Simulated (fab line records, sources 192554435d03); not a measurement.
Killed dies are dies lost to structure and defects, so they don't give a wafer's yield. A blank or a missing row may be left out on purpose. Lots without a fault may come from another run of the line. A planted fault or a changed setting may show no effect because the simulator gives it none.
Which tool did it? | flow n5_finfet | 11 lots, 33 wafers sampled, at 4 steps of a route of 1938

WHAT THE GAUGES READ, wafer by wafer
N5_DUMMY_GATE_INSPECT_27: inspects for defects (brightfield). Usual: raw_defect_count 310, standard deviation 75.
lot  | measured    | on                | raw_defect_count | flag
L970 | day 3 11:11 | defect_inspect-01 | 300 243 204      |
L971 | day 3 16:31 | defect_inspect-02 | 290 244 242      |
L973 | day 4 09:52 | defect_inspect-02 | 267 291 306      |
L974 | day 4 13:16 | defect_inspect-01 | 301 320 262      |
L975 | day 4 19:18 | defect_inspect-01 | 296 503 442      |
L976 | day 4 22:15 | defect_inspect-02 | 380 355 343      |
L978 | day 5 13:07 | defect_inspect-01 | 293 269 317      |
L987 | day 7 17:47 | defect_inspect-02 | 309 324 304      |
L988 | day 7 22:46 | defect_inspect-02 | 311 355 431      |
L989 | day 8 07:02 | defect_inspect-02 | 375 263 305      |
L990 | day 8 11:59 | defect_inspect-02 | 245 343 312      |

WHICH TOOL RAN EACH LOT (tool, then ch and the chambers of the sampled wafers, then the start)
lot  | N5_DUMMY_GATE_DESCUM_20           | N5_DUMMY_GATE_TRIM_49           | N5_DUMMY_GATE_ETCH_32
L970 | rie_diel-05 ch 0,1,2, day 3 10:02 | rie_si-02 ch 2,3, day 3 10:16   | rie_si-06 ch 0,3, day 3 10:42
L971 | rie_diel-04 ch 1,2, day 3 15:22   | rie_si-06 ch 0,1,3, day 3 15:35 | rie_si-02 ch 0,1, day 3 16:02
L973 | rie_diel-05 ch 2,3, day 4 08:43   | rie_si-06 ch 0,1, day 4 08:56   | rie_si-02 ch 0,1,2, day 4 09:23
L974 | rie_diel-05 ch 2,3, day 4 12:02   | rie_si-02 ch 1,2,3, day 4 12:15 | rie_si-03 ch 0,1,3, day 4 12:42
L975 | rie_diel-04 ch 0,1, day 4 18:09   | rie_si-03 ch 0,2, day 4 18:23   | rie_si-02 ch 1,2,3, day 4 18:49
L976 | rie_diel-04 ch 1,3, day 4 21:05   | rie_si-03 ch 1,3, day 4 21:19   | rie_si-02 ch 1,3, day 4 21:46
L978 | rie_diel-05 ch 1,2, day 5 11:57   | rie_si-03 ch 0,2,3, day 5 12:11 | rie_si-02 ch 0,1,3, day 5 12:37
L987 | rie_diel-03 ch 1,2, day 7 16:15   | rie_si-02 ch 0,1, day 7 16:35   | rie_si-02 ch 0,1,3, day 7 17:18
L988 | rie_diel-05 ch 1,2, day 7 21:37   | rie_si-03 ch 0,1,2, day 7 21:50 | rie_si-02 ch 0,1, day 7 22:17
L989 | rie_diel-03 ch 0,1, day 8 05:25   | rie_si-02 ch 0,1,3, day 8 05:38 | rie_si-03 ch 0,1,3, day 8 06:15
L990 | rie_diel-05 ch 1,2, day 8 10:48   | rie_si-02 ch 1,2, day 8 11:02   | rie_si-03 ch 0,3, day 8 11:28
- N5_DUMMY_GATE_DESCUM_20: chemistry O2, time 6.2 s.
- N5_DUMMY_GATE_TRIM_49: chemistry O2, time 29 s, target cd 14 nm.
- N5_DUMMY_GATE_ETCH_32: etches SiO2 in CF4, target depth 3.5 nm, time 3.9 s.

WHAT THE TOOLS THEMSELVES READ (means of the sampled wafers that have a number; where no wafer has one, the mark that the record gives instead)
N5_DUMMY_GATE_DESCUM_20. Usual: bias_power_w 20.00 W, standard deviation 0.057; drypump_motor_current_A 5.5 A, standard deviation 0.49; oes_product_au 0.79 a.u., standard deviation 0.086; rf_vpp_V 243.6 V, standard deviation 1.5; showerhead_plenum_p_Torr 2.12 Torr, standard deviation 0.089; throttle_valve_pct 20.53 %, standard deviation 0.2.
lot  | tool        | bias_power_w (W) | drypump_motor_current_A (A) | oes_product_au (a.u.) | rf_vpp_V (V) | showerhead_plenum_p_Torr (Torr) | throttle_valve_pct (%) | flag
L970 | rie_diel-05 | 20.01            | 5.5                         | 0.83                  | 243.0        | 2.16                            | 20.60                  |
L971 | rie_diel-04 | 20.00            | 5.0                         | 0.75                  | 242.2        | 2.05                            | 20.47                  |
L973 | rie_diel-05 | 20.00            | 5.4                         | 0.78                  | 242.1        | 2.01                            | 20.63                  |
L974 | rie_diel-05 | 19.98            | 5.4                         | 0.77                  | 242.3        | 2.01                            | 20.63                  |
L975 | rie_diel-04 | 19.96            | 5.0                         | 0.77                  | 243.5        | 2.14                            | 20.49                  |
L976 | rie_diel-04 | 20.01            | 4.9                         | 0.77                  | 245.2        | 2.16                            | 20.50                  |
L978 | rie_diel-05 | 20.00            | 5.2                         | 0.74                  | 243.3        | 2.06                            | 20.78                  |
L987 | rie_diel-03 | 20.02            | 6.1                         | 0.72                  | 243.2        | 2.14                            | 20.59                  |
L988 | rie_diel-05 | 20.02            | 5.2                         | 0.92                  | 244.9        | 2.23                            | 20.55                  |
L989 | rie_diel-03 | 19.98            | 5.3                         | 0.75                  | 242.4        | 2.05                            | 20.71                  |
L990 | rie_diel-05 | 20.03            | 5.4                         | 0.87                  | 245.1        | 2.22                            | 20.59                  |

N5_DUMMY_GATE_TRIM_49. Usual: drypump_motor_current_A 6.0 A, standard deviation 0.42; oes_product_au 1.001 a.u., standard deviation 0.018; throttle_valve_pct 8.06 %, standard deviation 0.1.
lot  | tool      | drypump_motor_current_A (A) | oes_product_au (a.u.) | throttle_valve_pct (%) | flag
L970 | rie_si-02 | 6.0                         | 0.989                 | 7.92                   |
L971 | rie_si-06 | 6.0                         | 0.998                 | 8.05                   |
L973 | rie_si-06 | 6.3                         | 0.996                 | 7.99                   |
L974 | rie_si-02 | 6.0                         | 1.003                 | 7.97                   |
L975 | rie_si-03 | 5.5                         | 1.001                 | 8.11                   |
L976 | rie_si-03 | 6.4                         | 0.993                 | 8.19                   |
L978 | rie_si-03 | 5.8                         | 0.990                 | 8.11                   |
L987 | rie_si-02 | 5.7                         | 1.011                 | 8.06                   |
L988 | rie_si-03 | 5.8                         | 1.003                 | 8.12                   |
L989 | rie_si-02 | 5.7                         | 1.008                 | 8.02                   |
L990 | rie_si-02 | 6.0                         | 1.010                 | 7.99                   |

N5_DUMMY_GATE_ETCH_32. Usual: drypump_motor_current_A 5.9 A, standard deviation 0.4; oes_product_au 1.011 a.u., standard deviation 0.018; throttle_valve_pct 21.62 %, standard deviation 0.21.
lot  | tool      | drypump_motor_current_A (A) | oes_product_au (a.u.) | throttle_valve_pct (%) | flag
L970 | rie_si-06 | 5.8                         | 1.024                 | 21.67                  |
L971 | rie_si-02 | 5.7                         | 1.011                 | 21.53                  |
L973 | rie_si-02 | 6.0                         | 1.011                 | 21.57                  |
L974 | rie_si-03 | 6.0                         | 1.002                 | 21.76                  |
L975 | rie_si-02 | 5.9                         | 0.850                 | 21.40                  | OFF
L976 | rie_si-02 | 5.7                         | 0.842                 | 21.35                  | OFF
L978 | rie_si-02 | 5.7                         | 0.846                 | 21.44                  | OFF
L987 | rie_si-02 | 5.7                         | 1.008                 | 21.52                  |
L988 | rie_si-02 | 5.7                         | 1.008                 | 21.53                  |
L989 | rie_si-03 | 6.0                         | 0.999                 | 21.76                  |
L990 | rie_si-03 | 6.0                         | 0.986                 | 21.91                  |

THE ANSWER, worked out from the rows above alone
Rule: a lot is off if the mean of its wafers that have a number lies more than 3 standard deviations from the usual mean. A lot without any number at a reading at which 4 lots or more have one is off too. The other lots that the step has rows for count as sound. The gauges are gone through in route order, then the tools' own readings, and for those a lot's mean is taken as printed above. The first step at which some lot is off is used, and at that step the reading that is off furthest; a lot without a number counts as furthest.
Off: L975, L976, L978, at N5_DUMMY_GATE_ETCH_32 (oes_product_au).
A tool fits if, at that step or a process step before it, it ran every lot that is off, and no sound lot after the first of them. None of those tried fits.

WHAT THE SIMULATOR HAD PUT IN
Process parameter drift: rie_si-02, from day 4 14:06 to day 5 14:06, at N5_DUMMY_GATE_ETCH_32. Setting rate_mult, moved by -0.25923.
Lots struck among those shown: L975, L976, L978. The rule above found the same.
